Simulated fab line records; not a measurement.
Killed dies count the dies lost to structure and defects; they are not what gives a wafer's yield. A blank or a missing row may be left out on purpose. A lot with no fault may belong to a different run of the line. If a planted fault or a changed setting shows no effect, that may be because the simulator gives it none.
fab line records -- flow nand-harc
record: lots: 6, wafers: 16, last-day: 34
route steps=1302 shown A_CONTACT@1034
lots untouched by any fault: they come from a run of this same line in which no faults occurred
start-h: start of the lot's first displayed wafer, in hours after the record's first day -- wait-h: hours since the lot's step before -- " unchanged from the row above -- L1.1+2: several wafers, shown together as one row -- - no value, or no start was given -- * or withheld: withheld -- < > ~ a bound
route shown NAME@n: NAME is a module with steps in the file, n the number in the route of the first one -- usual: mean/standard deviation taken from wafers without a fault -- same: alike in all rows -- chamber/n: place in a boat -- sites: each site's reading -- _std_site: the standard deviation of these -- _edge_site: inner sites' mean taken away from outer sites' mean -- radius-mm: for every site, how far away it sits from the centre of the wafer -- mask NAME#n: copy n -- behind: tool/chamber where the wafer was last shaped -- hold: why the lot went on hold/how many hours it stayed there/how the hold came to an end -- device: transistor that didn't switch, given as n, p or np -- end of line: tests of these same wafers at the route's end -- a step given without rows: its recipe and nothing more -- killed: count of dies lost to structure and defects at first sort (not the wafer's yield) -- map: the dies of a wafer, with x for killed, . for not killed, _ for no die there
set.NAME: the setting the step ran with; set.NAME@STEP: the setting that earlier step ran with -- model.NAME: the simulator's own value behind a step, which no gauge read
a table for each step, a row for each wafer; lots at some steps of the route
services: the hour from which a tool's chamber was out of use, counted from the record's first day as start-h (under 0 if before that day), plus the number of hours and why
== steps ==
step: NHARC_A_CONTACT_SOFTBAKE_64
recipe: temp-c: 105, time-s: 55
step: NHARC_A_CONTACT_EBR_65
step: NHARC_A_CONTACT_EXPOSE_66
recipe: na: 1.35, sigma-outer: 0.8, dose-mj: 59.02, mask-id: A_CC_2
step: NHARC_A_CONTACT_PEB_67
recipe: peb-temp-c: 100, peb-time-s: 65
step: NHARC_A_CONTACT_DEVELOP_68
recipe: develop-time-s: 35, dev-temp-c: 23
step: NHARC_A_CONTACT_CD_MEAS_69
recipe: target-cd-nm: 300, landing-energy-ev: 500
usual: cd-nm: 299.9/0.44
lot.wafer,tool,chamber,start-h,wait-h,cd-nm
L304.1,cd-sem-03,0,591.62,-,300.5
L304.4,cd-sem-03,0,591.62,-,300.8
L304.6,cd-sem-03,0,591.62,-,300.6
L305.5,cd-sem-02,0,600.84,-,299.8
L305.6,cd-sem-02,0,600.84,-,299.7
L307.1,cd-sem-02,0,622.36,-,299.8
L307.6,cd-sem-02,0,622.36,-,300.1
L317.1,cd-sem-02,0,702.53,-,299.9
L317.4,cd-sem-02,0,702.53,-,299.8
L317.5,cd-sem-02,0,702.53,-,299.6
L318.1,cd-sem-01,0,727.04,-,300.0
L318.2,cd-sem-01,0,727.04,-,300.4
L318.3,cd-sem-01,0,727.04,-,299.4
L319.3,cd-sem-02,0,749.57,-,299.5
L319.5,cd-sem-02,0,749.57,-,299.6
L319.6,cd-sem-02,0,749.57,-,300.1
step: NHARC_A_CONTACT_OVL_MEAS_70
usual: overlay-x-nm: 0.0/0.71, overlay-y-nm: -0.2/1.1
lot.wafer,tool,chamber,start-h,wait-h,overlay-x-nm,overlay-y-nm
L304.1,overlay-02,-,591.71,-,-0.5,0.7
L304.4,overlay-02,-,591.71,-,-0.4,0.5
L304.6,overlay-02,-,591.71,-,0.2,1.1
L305.5,overlay-01,-,600.92,-,-0.2,-0.7
L305.6,overlay-01,-,600.92,-,0.5,-1.2
L307.1,overlay-02,-,622.44,-,-0.5,-0.2
L307.6,overlay-02,-,622.44,-,-0.5,-0.5
L317.1,overlay-01,-,702.62,-,-0.4,-0.5
L317.4,overlay-01,-,702.62,-,-0.2,-0.6
L317.5,overlay-01,-,702.62,-,-0.2,-0.8
L318.1,overlay-01,-,727.13,-,-1.7,1.5
L318.2,overlay-01,-,727.13,-,-1.0,1.3
L318.3,overlay-01,-,727.13,-,-1.1,1.4
L319.3,overlay-02,-,749.66,-,0.0,-0.1
L319.5,overlay-02,-,749.66,-,0.3,0.0
L319.6,overlay-02,-,749.66,-,0.5,-0.6
step: NHARC_A_CONTACT_INSPECT_71
usual: raw-defect-count: 90/31
lot.wafer,tool,chamber,start-h,wait-h,raw-defect-count
L304.1,defect-inspect-01,-,591.75,0.0,77
L304.4,defect-inspect-01,-,591.75,0.0,77
L304.6,defect-inspect-01,-,591.75,0.0,77
L305.5,defect-inspect-02,-,600.96,0.0,10
L305.6,defect-inspect-02,-,600.96,0.0,14
L307.1,defect-inspect-02,-,622.48,0.0,125
L307.6,defect-inspect-02,-,622.48,0.0,118
L317.1,defect-inspect-01,-,702.66,0.0,91
L317.4,defect-inspect-01,-,702.66,0.0,90
L317.5,defect-inspect-01,-,702.66,0.0,78
L318.1,defect-inspect-02,-,727.16,0.0,136
L318.2,defect-inspect-02,-,727.16,0.0,134
L318.3,defect-inspect-02,-,727.16,0.0,103
L319.3,defect-inspect-01,-,749.70,0.0,70
L319.5,defect-inspect-01,-,749.70,0.0,54
L319.6,defect-inspect-01,-,749.70,0.0,53
step: NHARC_A_CONTACT_DESCUM_74
recipe: time-s: 3, o2-flow-sccm: 200, ar-flow-sccm: 0, bias-power-w: 0, chemistry: O2
usual: drypump-motor-current-A: 5.7/0.48, oes-product-au: 1.002/0.0081, rf-vpp-V: 57.9/0.88, showerhead-plenum-p-Torr: 1.93/0.074, throttle-valve-pct: 11.311/0.0086
lot.wafer,tool,chamber,start-h,wait-h,drypump-motor-current-A,oes-product-au,rf-hours-counter-h,rf-vpp-V,showerhead-plenum-p-Torr,throttle-valve-pct
L304.4,rie-diel-03,2,591.81,0.1,6.9,0.997,34,58.1,1.94,11.309
L304.1,rie-diel-03,0,591.81,0.1,6.2,0.988,41,57.2,2.04,11.323
L304.6,rie-diel-03,2,591.81,0.1,6.8,0.999,-,59.4,1.94,11.322
L305.6,rie-diel-11,3,601.05,0.1,5.8,1.008,-,57.1,2.01,11.304
L305.5,rie-diel-11,0,601.05,0.1,4.9,1.014,-,58.9,1.84,11.310
L307.1,rie-diel-11,0,622.57,0.1,4.9,1.002,1,57.6,1.84,11.308
L307.6,rie-diel-11,1,622.57,0.1,5.7,1.001,-,57.7,1.97,11.319
L317.4,rie-diel-11,3,702.72,0.1,5.8,0.995,15,57.5,2.00,11.311
L317.1,rie-diel-11,1,702.72,0.1,5.7,1.004,15,57.4,1.97,11.298
L317.5,rie-diel-11,0,702.72,0.1,4.9,0.992,-,56.8,1.84,11.321
L318.3,rie-diel-11,1,727.23,0.1,5.7,0.999,18,56.9,1.96,11.309
L318.2,rie-diel-11,2,727.23,0.1,5.8,0.996,20,56.2,1.85,11.298
L318.1,rie-diel-11,3,727.23,0.1,5.8,0.993,19,58.1,2.00,11.306
L319.3,rie-diel-11,2,749.75,0.1,5.9,0.999,24,56.8,1.85,11.314
L319.6,rie-diel-11,2,749.75,0.1,5.8,1.010,-,59.5,1.85,11.307
L319.5,rie-diel-11,3,749.75,0.1,5.8,0.991,-,58.3,2.00,11.301
step: NHARC_A_CONTACT_ETCH_75
recipe: target-depth-a: 390, over-etch-frac: 0.3, time-s: 65, ion-energy-ev: 80, cf4-flow-sccm: 150, ar-flow-sccm: 0, rf-w: 300, bias-w: 100, chemistry: CF4
usual: cf4-flow-sccm: 149.9/0.41, drypump-motor-current-A: 5.7/0.47, oes-product-au: 1.002/0.008, over-etch-frac: 0.3/0, rf-vpp-V: 151.4/0.97, showerhead-plenum-p-Torr: 1.79/0.063, throttle-valve-pct: 13.284/0.01
lot.wafer,tool,chamber,start-h,wait-h,cf4-flow-sccm,drypump-motor-current-A,oes-product-au,over-etch-frac,rf-hours-counter-h,rf-vpp-V,showerhead-plenum-p-Torr,throttle-valve-pct
L304.1,rie-diel-03,0,591.91,0.1,149.9,6.1,0.990,0.3,41,154.2,1.88,13.289
L304.4,rie-diel-03,1,591.91,0.1,149.9,5.1,0.978,0.3,44,150.9,1.88,13.294
L304.6,rie-diel-03,3,591.91,0.1,149.9,6.0,1.004,0.3,-,151.1,1.80,13.276
L305.6,rie-diel-11,3,601.12,0.1,149.7,5.8,0.996,0.3,-,151.8,1.85,13.293
L305.5,rie-diel-11,0,601.12,0.1,149.3,4.9,1.009,0.3,-,150.4,1.71,13.286
L307.1,rie-diel-11,1,622.63,0.1,149.8,5.7,0.996,0.3,1,152.1,1.82,13.293
L307.6,rie-diel-11,1,622.63,0.1,149.5,5.7,1.001,0.3,-,150.6,1.82,13.277
L317.4,rie-diel-11,2,702.81,0.1,150.1,5.8,1.009,0.3,16,151.4,1.72,13.289
L317.1,rie-diel-11,0,702.81,0.1,150.4,4.9,0.993,0.3,12,150.0,1.70,13.294
L317.5,rie-diel-11,2,702.81,0.1,150.4,5.8,1.018,0.3,-,152.1,1.72,13.282
L318.2,rie-diel-11,3,727.32,0.1,150.7,5.8,0.997,0.3,19,151.8,1.84,13.271
L318.3,rie-diel-11,0,727.32,0.1,149.5,4.9,1.001,0.3,17,150.1,1.70,13.294
L318.1,rie-diel-11,1,727.32,0.1,151.0,5.7,1.009,0.3,18,151.2,1.81,13.290
L319.3,rie-diel-11,0,749.85,0.1,150.0,4.9,0.989,0.3,20,151.3,1.70,13.279
L319.5,rie-diel-11,3,749.85,0.1,149.6,5.9,0.997,0.3,-,153.1,1.84,13.281
L319.6,rie-diel-11,0,749.85,0.1,150.0,4.9,1.006,0.3,-,150.6,1.70,13.271
step: NHARC_A_CONTACT_ETCH_76
recipe: target-depth-a: 2600, over-etch-frac: 0.3, time-s: 475.3, ion-energy-ev: 200, n2-flow-sccm: 150, h2-flow-sccm: 150, ar-flow-sccm: 0, rf-w: 400, bias-w: 150, chemistry: N2/H2
usual: drypump-motor-current-A: 5.7/0.48, h2-flow-sccm: 150.0/0.49, oes-product-au: 1.003/0.0085, over-etch-frac: 0.3/0, rf-vpp-V: 431.1/2.5, showerhead-plenum-p-Torr: 2.06/0.083, throttle-valve-pct: 14.172/0.0088
lot.wafer,tool,chamber,start-h,wait-h,drypump-motor-current-A,h2-flow-sccm,oes-product-au,over-etch-frac,rf-hours-counter-h,rf-vpp-V,showerhead-plenum-p-Torr,throttle-valve-pct
L304.1,rie-diel-03,2,-,-,6.9,149.9,0.999,0.3,34,432.4,2.07,14.155
L304.4,rie-diel-03,0,-,-,6.1,149.5,0.989,0.3,41,435.7,2.18,14.156
L304.6,rie-diel-03,3,-,-,6.1,150.2,1.004,0.3,-,430.8,2.09,14.158
L305.5,rie-diel-11,0,-,-,4.9,148.8,1.019,0.3,-,427.8,1.96,14.190
L305.6,rie-diel-11,1,-,-,5.7,150.0,1.011,0.3,-,431.5,2.10,14.163
L307.1,rie-diel-11,2,-,-,5.9,151.0,1.005,0.3,1,428.2,1.98,14.164
L307.6,rie-diel-11,0,-,-,4.9,150.3,1.012,0.3,-,427.6,1.96,14.163
L317.4,rie-diel-11,1,-,-,5.7,151.3,0.989,0.3,16,432.9,2.10,14.162
L317.1,rie-diel-11,2,-,-,5.8,150.0,1.007,0.3,16,428.8,1.98,14.172
L317.5,rie-diel-11,0,-,-,4.9,150.4,0.993,0.3,-,428.2,1.96,14.181
L318.2,rie-diel-11,2,-,-,5.9,150.3,1.003,0.3,21,428.3,1.97,14.160
L318.1,rie-diel-11,3,-,-,5.8,149.7,0.996,0.3,19,433.2,2.14,14.177
L318.3,rie-diel-11,0,-,-,4.9,149.2,1.005,0.3,17,428.1,1.96,14.184
L319.3,rie-diel-11,3,-,-,5.9,150.2,0.996,0.3,21,433.5,2.14,14.160
L319.5,rie-diel-11,0,-,-,4.9,149.7,0.995,0.3,-,429.0,1.95,14.161
L319.6,rie-diel-11,1,-,-,5.7,149.7,1.008,0.3,-,431.5,2.09,14.167
step: NHARC_A_CONTACT_ETCH_77
recipe: target-depth-a: 1089, time-s: 54.5, cf4-flow-sccm: 100, chf3-flow-sccm: 30, ar-flow-sccm: 0, rf-w: 500, bias-w: 200, chemistry: CF4/CHF3
usual: cf4-flow-sccm: 100.0/0.31, chf3-flow-sccm: 29.99/0.087, drypump-motor-current-A: 5.8/0.44, oes-product-au: 0.948/0.022, rf-vpp-V: 371.1/2.2, showerhead-plenum-p-Torr: 1.59/0.058, throttle-valve-pct: 16.803/0.0085
lot.wafer,tool,chamber,start-h,wait-h,cf4-flow-sccm,chf3-flow-sccm,drypump-motor-current-A,oes-product-au,rf-hours-counter-h,rf-vpp-V,showerhead-plenum-p-Torr,throttle-valve-pct
L304.4,rie-diel-03,2,-,-,99.8,30.09,6.8,0.917,34,372.4,1.60,16.796
L304.1,rie-diel-03,1,-,-,99.9,30.07,5.2,0.926,44,373.4,1.67,16.803
L304.6,rie-diel-03,2,-,-,99.7,29.87,6.9,0.925,-,371.5,1.60,16.796
L305.5,rie-diel-11,1,-,-,99.4,30.06,5.7,0.929,-,371.4,1.62,16.819
L305.6,rie-diel-11,2,-,-,99.7,29.85,5.8,0.927,-,369.7,1.53,16.786
L307.1,rie-diel-11,3,-,-,100.2,29.96,5.8,0.983,1,372.5,1.65,16.803
L307.6,rie-diel-11,1,-,-,99.3,29.97,5.7,0.955,-,372.0,1.62,16.806
L317.4,rie-diel-11,2,-,-,100.3,29.96,5.8,0.986,16,368.3,1.53,16.805
L317.1,rie-diel-11,0,-,-,99.8,29.98,4.9,0.958,13,368.6,1.52,16.809
L317.5,rie-diel-11,2,-,-,100.3,30.06,5.8,0.990,-,368.4,1.53,16.811
L318.3,rie-diel-11,2,-,-,100.4,29.96,5.9,0.987,21,370.0,1.53,16.824
L318.2,rie-diel-11,3,-,-,99.9,29.90,5.8,0.971,19,372.5,1.64,16.799
L318.1,rie-diel-11,0,-,-,100.4,29.94,4.9,0.958,17,368.4,1.51,16.805
L319.3,rie-diel-11,3,-,-,99.8,30.02,5.8,0.918,22,373.1,1.64,16.800
L319.5,rie-diel-11,2,-,-,99.5,30.03,5.8,0.933,-,368.7,1.53,16.814
L319.6,rie-diel-11,3,-,-,99.8,30.04,5.8,0.927,-,374.4,1.64,16.814
step: NHARC_A_CONTACT_ETCH_78
recipe: target-depth-a: 53000, over-etch-frac: 0.3, time-s: 1378, ion-energy-ev: 150, o2-flow-sccm: 400, cos-flow-sccm: 20, ar-flow-sccm: 0, rf-w: 500, bias-w: 300, chemistry: O2/COS
usual: cos-flow-sccm: 19.99/0.064, drypump-motor-current-A: 5.7/0.48, oes-product-au: 1.001/0.0092, over-etch-frac: 0.3/0, rf-vpp-V: 314.4/1.9, showerhead-plenum-p-Torr: 3.15/0.12, throttle-valve-pct: 28.330/0.0092
lot.wafer,tool,chamber,start-h,wait-h,cos-flow-sccm,drypump-motor-current-A,oes-product-au,over-etch-frac,rf-hours-counter-h,rf-vpp-V,showerhead-plenum-p-Torr,throttle-valve-pct
L304.1,rie-diel-03,2,592.96,-,20.05,6.9,0.998,0.3,35,316.1,3.17,28.329
L304.4,rie-diel-03,3,592.96,-,19.95,6.0,1.001,0.3,41,314.6,3.19,28.334
L304.6,rie-diel-03,2,592.96,-,20.02,6.8,0.996,0.3,-,314.5,3.17,28.324
L305.6,rie-diel-11,3,602.01,-,20.00,5.8,1.000,0.55105,-,317.2,3.27,28.335
L305.5,rie-diel-11,0,602.01,-,20.11,4.9,1.010,0.3,-,313.3,3.01,28.334
L307.1,rie-diel-11,0,623.44,-,19.98,4.9,1.002,0.55105,1,310.9,3.01,28.335
L307.6,rie-diel-11,1,623.44,-,20.03,5.7,0.998,0.55105,-,315.3,3.21,28.339
L317.1,rie-diel-11,1,703.33,-,19.96,5.8,0.998,0.3,16,314.3,3.20,28.329
L317.4,rie-diel-11,3,703.33,-,20.11,5.8,0.995,0.3,15,317.2,3.26,28.331
L317.5,rie-diel-11,1,703.33,-,19.99,5.7,0.998,0.3,-,313.9,3.20,28.325
L318.1,rie-diel-11,0,727.83,-,19.83,4.9,0.998,0.3,17,312.7,3.00,28.346
L318.3,rie-diel-11,1,727.83,-,19.97,5.7,1.000,0.3,18,315.1,3.20,28.324
L318.2,rie-diel-11,2,727.83,-,19.97,5.8,1.006,0.3,21,311.9,3.03,28.325
L319.3,rie-diel-11,1,750.55,-,20.04,5.7,0.997,0.3,22,315.1,3.20,28.339
L319.5,rie-diel-11,3,750.55,-,19.92,5.9,0.986,0.3,-,315.2,3.26,28.331
L319.6,rie-diel-11,0,750.55,-,19.98,4.9,0.994,0.3,-,312.5,3.00,28.328
step: NHARC_A_CONTACT_ETCH_124
recipe: source-w: withheld, pressure-mtorr: 20, bias-v: withheld, time-s: 140, target-depth-a: 7000, ar-flow-sccm: withheld, c4f8-flow-sccm: withheld, o2-flow-sccm: withheld, chemistry: C4F8/O2/Ar
usual: oes-air-line-au: 1.003/0.021
lot.wafer,tool,chamber,start-h,wait-h,oes-air-line-au,rf-hours-counter-h
L304.1,har-cap-etch-02,0,593.83,-,1.013,101
L304.4,har-cap-etch-02,1,593.83,-,0.975,-
L304.6,har-cap-etch-02,0,593.83,-,1.002,-
L305.5,har-cap-etch-01,1,602.69,-,1.010,-
L305.6,har-cap-etch-01,0,602.69,-,1.022,-
L307.1,har-cap-etch-01,0,624.12,-,1.011,19
L307.6,har-cap-etch-01,0,624.12,-,1.038,-
L317.1,har-cap-etch-02,0,704.30,-,0.965,124
L317.4,har-cap-etch-02,0,704.30,-,0.955,-
L317.5,har-cap-etch-02,1,704.30,-,0.966,-
L318.1,har-cap-etch-01,1,728.78,-,1.014,35
L318.2,har-cap-etch-01,0,728.78,-,1.002,35
L318.3,har-cap-etch-01,0,728.78,-,1.001,-
L319.3,har-cap-etch-01,1,751.36,-,0.986,-
L319.5,har-cap-etch-01,1,751.36,-,1.003,-
L319.6,har-cap-etch-01,0,751.36,-,1.023,-
== services ==
tool,chamber,start-h,hours,kind
rie-diel-11,0,589.50,-,clean
rie-diel-11,1,589.50,-,clean
rie-diel-11,2,589.50,-,clean
rie-diel-11,3,589.50,-,clean
rie-diel-11,3,589.56,5.1,repair
rie-diel-11,-,610.46,9.0,pm
rie-diel-11,0,610.46,9.0,vent-cycle
rie-diel-11,1,610.46,9.0,vent-cycle
rie-diel-11,3,610.46,9.0,vent-cycle
rie-diel-11,0,619.46,-,clean
rie-diel-11,1,619.46,-,clean
rie-diel-11,2,619.46,-,clean
rie-diel-11,3,619.46,-,clean
rie-diel-11,0,623.90,8.0,repair
rie-diel-03,-,637.87,9.0,pm
rie-diel-11,0,644.54,-,clean
rie-diel-11,1,644.54,-,clean
rie-diel-11,2,644.54,-,clean
rie-diel-11,3,644.54,-,clean
rie-diel-03,0,660.94,4.6,repair
rie-diel-11,0,669.07,-,clean
rie-diel-11,1,669.07,-,clean
rie-diel-11,2,669.07,-,clean
rie-diel-11,3,669.07,-,clean
== key ==
first-sign: step: NHARC_A_CONTACT_ETCH_78, reading: over-etch-frac, direction: up, sigmas: 99+, usual: 0.3, struck: 0.55105
effect none on later readings
met-at NHARC_A_CONTACT_ETCH_78
struck-wafers L305.6,L307.1,L307.6
tester-left-out L305,L307
fault: kind: process-parameter-drift, tool: rie-diel-11, chamber: -, onset-h: 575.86, steps: NHARC_A_CONTACT_ETCH_78, channel: over-etch-frac, offset: 0.25105, shape: step, end-h: 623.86, scope: struck-wafers-only, acts-in: these-recipes-only, stated: 0.3
tester-left-out: of these lots the tester's yield and bins aren't shown, on N5 and GAA mostly nor the transistor test; their killed dies are dies lost to structure and defects alone, not to doping, threshold or leakage, so they don't give the yield
